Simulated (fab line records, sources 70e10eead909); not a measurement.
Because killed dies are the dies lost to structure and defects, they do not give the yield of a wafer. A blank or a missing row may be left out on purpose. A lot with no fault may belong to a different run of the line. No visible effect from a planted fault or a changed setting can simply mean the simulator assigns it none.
Which tool was responsible? / flow nand harc / 12 lots, 35 wafers sampled, at 5 steps of a route of 1159

## WHAT THE GAUGES SHOWED, per wafer
NHARC_END_SORT_01.
lot=L822; measured=day 19 12:35; on=prober-02; defect limited yield (%)=94.8 95.3 95.4; killed at array=28 27 25; killed at other=2 1 0; killed at periphery=5 4 6; killed dies=35 32 31; killed open=5 1 1; killed short=2 2 2; sort_bin_2_pct (%)=1.5 0.9 1.5; sort_bin_3_pct (%)=0 0.15 0; sort_bin_4_pct (%)=3.7 3.7 3.1; sort n pass=642 645 646; sort rim yield pct (%)=100.0 97.2 97.2; sort yield pct (%)=94.8 95.3 95.4
lot=L824; measured=day 19 23:25; on=prober-01; defect limited yield (%)=95.7 96.6 97.2; killed at array=25 20 17; killed at other=1 0 0; killed at periphery=3 3 2; killed dies=29 23 19; killed open=3 6 1; killed short=2 3 1; sort_bin_2_pct (%)=1.2 1.2 0.4; sort_bin_3_pct (%)=0.15 0.15 0; sort_bin_4_pct (%)=3.0 2.1 2.4; sort n pass=648 654 658; sort rim yield pct (%)=97.2 98.1 100.0; sort yield pct (%)=95.7 96.6 97.2
lot=L825; measured=day 20 06:20; on=prober-02; defect limited yield (%)=95.6 97.2 96.3; killed at array=27 19 20; killed at other=1 0 0; killed at periphery=2 0 5; killed dies=30 19 25; killed open=7 5 11; killed short=1 4 2; sort_bin_2_pct (%)=1.0 0.9 1.3; sort_bin_3_pct (%)=0 0.30 0.30; sort_bin_4_pct (%)=3.4 1.6 2.1; sort n pass=647 658 652; sort rim yield pct (%)=97.2 96.2 97.2; sort yield pct (%)=95.6 97.2 96.3
lot=L827; measured=day 20 15:22; on=prober-02; defect limited yield (%)=97.8 95.0 96.3; killed at array=13 29 19; killed at other=0 1 0; killed at periphery=2 4 6; killed dies=15 34 25; killed open=3 3 3; killed short=1 6 0; sort_bin_2_pct (%)=0.3 1.3 0.9; sort_bin_3_pct (%)=0.44 0.15 0.59; sort_bin_4_pct (%)=1.5 3.5 2.2; sort n pass=662 643 652; sort rim yield pct (%)=96.2 92.5 93.4; sort yield pct (%)=97.8 95.0 96.3
lot=L826; measured=day 20 15:22; on=prober-01; defect limited yield (%)=96.8 96.2 96.6; killed at array=18 18 17; killed at other=3 4 5; killed at periphery=1 4 1; killed dies=22 26 23; killed open=1 4 2; killed short=1 3 1; sort_bin_2_pct (%)=0.6 1.2 0.9; sort_bin_3_pct (%)=0.44 0.30 0.44; sort_bin_4_pct (%)=2.2 2.4 2.1; sort n pass=655 651 654; sort rim yield pct (%)=97.2 94.3 98.1; sort yield pct (%)=96.8 96.2 96.6
lot=L828; measured=day 21 01:21; on=prober-01; defect limited yield (%)=94.7 93.5 96.5; killed at array=27 34 19; killed at other=2 5 2; killed at periphery=7 5 3; killed dies=36 44 24; killed open=5 2 3; killed short=4 3 0; sort_bin_2_pct (%)=2.1 2.8 1.2; sort_bin_3_pct (%)=0.30 0.15 0.30; sort_bin_4_pct (%)=3.0 3.5 2.1; sort n pass=641 633 653; sort rim yield pct (%)=98.1 97.2 99.1; sort yield pct (%)=94.7 93.5 96.5
lot=L830; measured=day 21 22:34; on=prober-01; defect limited yield (%)=51.3 48.9; killed at array=328 344; killed at other=0 0; killed at periphery=2 2; killed dies=330 346; killed open=2 1; killed short=1 1; sort_bin_2_pct (%)=15.7 16.8; sort_bin_3_pct (%)=3.10 2.51; sort_bin_4_pct (%)=30.0 31.8; sort n pass=347 331; sort rim yield pct (%)=53.8 40.6; sort yield pct (%)=51.3 48.9
lot=L834; measured=day 22 11:40; on=prober-01; defect limited yield (%)=94.7 93.5 94.1; killed at array=35 43 40; killed at other=0 0 0; killed at periphery=1 1 0; killed dies=36 44 40; killed open=3 2 2; killed short=1 2 1; sort_bin_2_pct (%)=2.1 2.1 1.8; sort_bin_3_pct (%)=0 0.15 0.59; sort_bin_4_pct (%)=3.2 4.3 3.5; sort n pass=641 633 637; sort rim yield pct (%)=96.2 91.5 93.4; sort yield pct (%)=94.7 93.5 94.1

## TOOL THAT RAN EACH LOT (tool first, then ch and the chambers of the sampled wafers, then the start)
lot=L821; NHARC_A_M0_ECD_22=ecd cu-02 ch 0, day 17 18:49; NHARC_THIN_TSV_DEP_43=pecvd-03 ch 0,1,2, day 18 19:24; NHARC_THIN_TSV_DESCUM_14=rie diel-12 ch 0,2,3, day 19 00:21; NHARC_THIN_TSV_PRE_CLEAN_54=pvd sputter-02, day 19 05:02
lot=L822; NHARC_A_M0_ECD_22=ecd cu-02 ch 0,1, day 17 19:37; NHARC_THIN_TSV_DEP_43=pecvd-02 ch 0,1,2, day 18 18:10; NHARC_THIN_TSV_DESCUM_14=rie diel-13 ch 2,3, day 18 19:09; NHARC_THIN_TSV_PRE_CLEAN_54=pvd sputter-02, day 18 23:50
lot=L823; NHARC_A_M0_ECD_22=ecd cu-02 ch 0,1, day 18 03:14; NHARC_THIN_TSV_DEP_43=pecvd-03 ch 0,1, day 19 05:04; NHARC_THIN_TSV_DESCUM_14=rie diel-13 ch 0,2, day 19 05:56; NHARC_THIN_TSV_PRE_CLEAN_54=pvd sputter-01, day 19 10:38
lot=L824; NHARC_A_M0_ECD_22=ecd cu-01 ch 0,1, day 18 03:25; NHARC_THIN_TSV_DEP_43=pecvd-02 ch 0,2, day 19 06:18; NHARC_THIN_TSV_DESCUM_14=rie diel-12 ch 2,3, day 19 07:15; NHARC_THIN_TSV_PRE_CLEAN_54=pvd sputter-02, day 19 11:56
lot=L825; NHARC_A_M0_ECD_22=ecd cu-01 ch 0,1, day 18 03:48; NHARC_THIN_TSV_DEP_43=pecvd-03 ch 1,2, day 19 07:26; NHARC_THIN_TSV_DESCUM_14=rie diel-12 ch 1,2,3, day 19 08:27; NHARC_THIN_TSV_PRE_CLEAN_54=pvd sputter-03, day 19 13:10
lot=L827; NHARC_A_M0_ECD_22=ecd cu-02 ch 0,1, day 18 19:44; NHARC_THIN_TSV_DEP_43=pecvd-03 ch 0,1, day 19 20:23; NHARC_THIN_TSV_DESCUM_14=rie diel-12 ch 1,2,3, day 19 21:24; NHARC_THIN_TSV_PRE_CLEAN_54=pvd sputter-03, day 20 03:46
lot=L826; NHARC_A_M0_ECD_22=ecd cu-02 ch 0,1, day 18 20:56; NHARC_THIN_TSV_DEP_43=pecvd-03 ch 0,1,2, day 19 21:43; NHARC_THIN_TSV_DESCUM_14=rie diel-12 ch 1,2, day 19 22:43; NHARC_THIN_TSV_PRE_CLEAN_54=pvd sputter-03, day 20 05:13
lot=L828; NHARC_A_M0_ECD_22=ecd cu-01 ch 0,1, day 19 09:05; NHARC_THIN_TSV_DEP_43=pecvd-03 ch 1,2, day 20 10:57; NHARC_THIN_TSV_DESCUM_14=rie diel-13 ch 0,1, day 20 11:46; NHARC_THIN_TSV_PRE_CLEAN_54=pvd sputter-01, day 20 16:38
lot=L830; NHARC_A_M0_ECD_22=ecd cu-02 ch 1, day 20 06:26; NHARC_THIN_TSV_DEP_43=pecvd-01 ch 0,1, day 21 05:28; NHARC_THIN_TSV_DESCUM_14=rie diel-04 ch 2,3, day 21 06:29; NHARC_THIN_TSV_PRE_CLEAN_54=pvd sputter-03, day 21 11:09
lot=L834; NHARC_A_M0_ECD_22=ecd cu-01 ch 0,1, day 20 18:00; NHARC_THIN_TSV_DEP_43=pecvd-02 ch 1,2, day 21 17:50; NHARC_THIN_TSV_DESCUM_14=rie diel-12 ch 1,3, day 21 18:50; NHARC_THIN_TSV_PRE_CLEAN_54=pvd sputter-01, day 21 23:55
lot=L835; NHARC_A_M0_ECD_22=ecd cu-01 ch 0,1, day 20 19:16; NHARC_THIN_TSV_DEP_43=pecvd-01 ch 0,1,2, day 21 19:02; NHARC_THIN_TSV_DESCUM_14=rie diel-13 ch 0,1,3, day 21 19:54; NHARC_THIN_TSV_PRE_CLEAN_54=pvd sputter-02, day 22 00:34
lot=L842; NHARC_A_M0_ECD_22=ecd cu-01 ch 0,1, day 23 01:47; NHARC_THIN_TSV_DEP_43=pecvd-01 ch 0,1,2, day 24 07:49; NHARC_THIN_TSV_DESCUM_14=rie diel-04 ch 0,1,3, day 24 08:49; NHARC_THIN_TSV_PRE_CLEAN_54=pvd sputter-01, day 24 13:29
- NHARC_A_M0_ECD_22: material Cu, target thk 400 nm.
- NHARC_THIN_TSV_DEP_43: deposits SiO2, target thk 1328.5 nm.
- NHARC_THIN_TSV_DESCUM_14: chemistry O2, time 3 s.
- NHARC_THIN_TSV_PRE_CLEAN_54: time 30 s.

## WHAT THE TOOLS THEMSELVES READ (means of the sampled wafers that have a number; where no wafer has one, the mark that the record gives instead)
NHARC_A_M0_ECD_22.
lot=L821; tool=ecd cu-02; bath heat duty pct (%)=5.9
lot=L822; tool=ecd cu-02; bath heat duty pct (%)=5.8
lot=L823; tool=ecd cu-02; bath heat duty pct (%)=6.1
lot=L824; tool=ecd cu-01; bath heat duty pct (%)=6.4
lot=L825; tool=ecd cu-01; bath heat duty pct (%)=6.5
lot=L827; tool=ecd cu-02; bath heat duty pct (%)=5.9
lot=L826; tool=ecd cu-02; bath heat duty pct (%)=6.1
lot=L828; tool=ecd cu-01; bath heat duty pct (%)=6.6
lot=L830; tool=ecd cu-02; bath heat duty pct (%)=5.8
lot=L834; tool=ecd cu-01; bath heat duty pct (%)=6.5
lot=L835; tool=ecd cu-01; bath heat duty pct (%)=6.5
lot=L842; tool=ecd cu-01; bath heat duty pct (%)=6.5

NHARC_THIN_TSV_DEP_43.
lot=L821; tool=pecvd-03; chamber pressure Torr (Torr)=6.485; rf fwd power W (W)=898.0; throttle valve pct (%)=16.2
lot=L822; tool=pecvd-02; chamber pressure Torr (Torr)=6.507; rf fwd power W (W)=896.7; throttle valve pct (%)=15.6
lot=L823; tool=pecvd-03; chamber pressure Torr (Torr)=6.507; rf fwd power W (W)=897.8; throttle valve pct (%)=16.4
lot=L824; tool=pecvd-02; chamber pressure Torr (Torr)=6.500; rf fwd power W (W)=898.9; throttle valve pct (%)=15.3
lot=L825; tool=pecvd-03; chamber pressure Torr (Torr)=6.505; rf fwd power W (W)=896.1; throttle valve pct (%)=16.5
lot=L827; tool=pecvd-03; chamber pressure Torr (Torr)=6.506; rf fwd power W (W)=895.4; throttle valve pct (%)=16.4
lot=L826; tool=pecvd-03; chamber pressure Torr (Torr)=6.502; rf fwd power W (W)=895.8; throttle valve pct (%)=16.5
lot=L828; tool=pecvd-03; chamber pressure Torr (Torr)=6.502; rf fwd power W (W)=899.2; throttle valve pct (%)=16.2
lot=L830; tool=pecvd-01; chamber pressure Torr (Torr)=6.495; rf fwd power W (W)=901.1; throttle valve pct (%)=16.4
lot=L834; tool=pecvd-02; chamber pressure Torr (Torr)=6.499; rf fwd power W (W)=896.2; throttle valve pct (%)=15.6
lot=L835; tool=pecvd-01; chamber pressure Torr (Torr)=6.502; rf fwd power W (W)=899.5; throttle valve pct (%)=16.3
lot=L842; tool=pecvd-01; chamber pressure Torr (Torr)=6.488; rf fwd power W (W)=900.5; throttle valve pct (%)=16.3

NHARC_THIN_TSV_DESCUM_14.
lot=L821; tool=rie diel-12; drypump motor current A (A)=5.9; oes product au (a.u.)=0.996; rf vpp V (V)=58.3; showerhead plenum p Torr (Torr)=1.94; throttle valve pct (%)=11.316
lot=L822; tool=rie diel-13; drypump motor current A (A)=5.9; oes product au (a.u.)=0.996; rf vpp V (V)=58.3; showerhead plenum p Torr (Torr)=2.04; throttle valve pct (%)=11.311
lot=L823; tool=rie diel-13; drypump motor current A (A)=5.7; oes product au (a.u.)=0.998; rf vpp V (V)=57.3; showerhead plenum p Torr (Torr)=1.87; throttle valve pct (%)=11.311
lot=L824; tool=rie diel-12; drypump motor current A (A)=5.7; oes product au (a.u.)=0.999; rf vpp V (V)=58.2; showerhead plenum p Torr (Torr)=2.00; throttle valve pct (%)=11.317
lot=L825; tool=rie diel-12; drypump motor current A (A)=5.4; oes product au (a.u.)=0.999; rf vpp V (V)=58.0; showerhead plenum p Torr (Torr)=1.93; throttle valve pct (%)=11.316
lot=L827; tool=rie diel-12; drypump motor current A (A)=5.4; oes product au (a.u.)=1.001; rf vpp V (V)=57.4; showerhead plenum p Torr (Torr)=1.93; throttle valve pct (%)=11.300
lot=L826; tool=rie diel-12; drypump motor current A (A)=5.4; oes product au (a.u.)=1.004; rf vpp V (V)=58.2; showerhead plenum p Torr (Torr)=1.90; throttle valve pct (%)=11.313
lot=L828; tool=rie diel-13; drypump motor current A (A)=5.5; oes product au (a.u.)=1.009; rf vpp V (V)=56.6; showerhead plenum p Torr (Torr)=1.81; throttle valve pct (%)=11.310
lot=L830; tool=rie diel-04; drypump motor current A (A)=5.3; oes product au (a.u.)=1.022; rf vpp V (V)=58.2; showerhead plenum p Torr (Torr)=1.90; throttle valve pct (%)=11.311
lot=L834; tool=rie diel-12; drypump motor current A (A)=5.1; oes product au (a.u.)=0.998; rf vpp V (V)=57.6; showerhead plenum p Torr (Torr)=1.90; throttle valve pct (%)=11.296
lot=L835; tool=rie diel-13; drypump motor current A (A)=5.6; oes product au (a.u.)=1.014; rf vpp V (V)=57.4; showerhead plenum p Torr (Torr)=1.89; throttle valve pct (%)=11.303
lot=L842; tool=rie diel-04; drypump motor current A (A)=5.7; oes product au (a.u.)=0.992; rf vpp V (V)=58.2; showerhead plenum p Torr (Torr)=1.94; throttle valve pct (%)=11.318

NHARC_THIN_TSV_PRE_CLEAN_54.
lot=L821; tool=pvd sputter-02; heater power w (W)=416
lot=L822; tool=pvd sputter-02; heater power w (W)=414
lot=L823; tool=pvd sputter-01; heater power w (W)=392
lot=L824; tool=pvd sputter-02; heater power w (W)=397
lot=L825; tool=pvd sputter-03; heater power w (W)=424
lot=L827; tool=pvd sputter-03; heater power w (W)=392
lot=L826; tool=pvd sputter-03; heater power w (W)=401
lot=L828; tool=pvd sputter-01; heater power w (W)=432
lot=L830; tool=pvd sputter-03; heater power w (W)=384
lot=L834; tool=pvd sputter-01; heater power w (W)=434
lot=L835; tool=pvd sputter-02; heater power w (W)=405
lot=L842; tool=pvd sputter-01; heater power w (W)=411

## THE ANSWER, worked out from the rows above alone
Rule: what is usual is taken from the lots themselves. The widest of any qualifying gaps counts: lots, ordered by their means at a reading, are off when they make up no more than a third of the lots, leave a main group of 4 or more, and stand apart from it by 3 or more times the standard deviation of that group's means. A main group whose means are all the same, to the digits that the tables above print for the reading, isn't used. Also off: a lot with no number at a reading for which 4 or more lots have one. All remaining lots with rows at the step are treated as sound. After the gauges, taken in route order, come the tools' own readings; for these a lot's mean is taken, as printed above. At the first step where some lot is off, the reading lying furthest off is the one used; lots without a number count as furthest.
Off: L830, at NHARC_END_SORT_01 (sort_bin_4_pct). The main group has a mean of 2.8 % with a standard deviation of 0.54. Neither off nor sound, because the step has no rows for them: L821, L823, L835, L842.
A tool fits if, at a process step before that reading, it ran every lot that is off, and no sound lot after the first of them. Gauges at NHARC_END_SORT_01: tried the same way as those tools. Can't be told from this: 4 tools fit, ecd cu-02 at NHARC_A_M0_ECD_22, pecvd-01 at NHARC_THIN_TSV_DEP_43, rie diel-04 at NHARC_THIN_TSV_DESCUM_14, pvd sputter-03 at NHARC_THIN_TSV_PRE_CLEAN_54.

## WHAT THE SIMULATOR PUT IN
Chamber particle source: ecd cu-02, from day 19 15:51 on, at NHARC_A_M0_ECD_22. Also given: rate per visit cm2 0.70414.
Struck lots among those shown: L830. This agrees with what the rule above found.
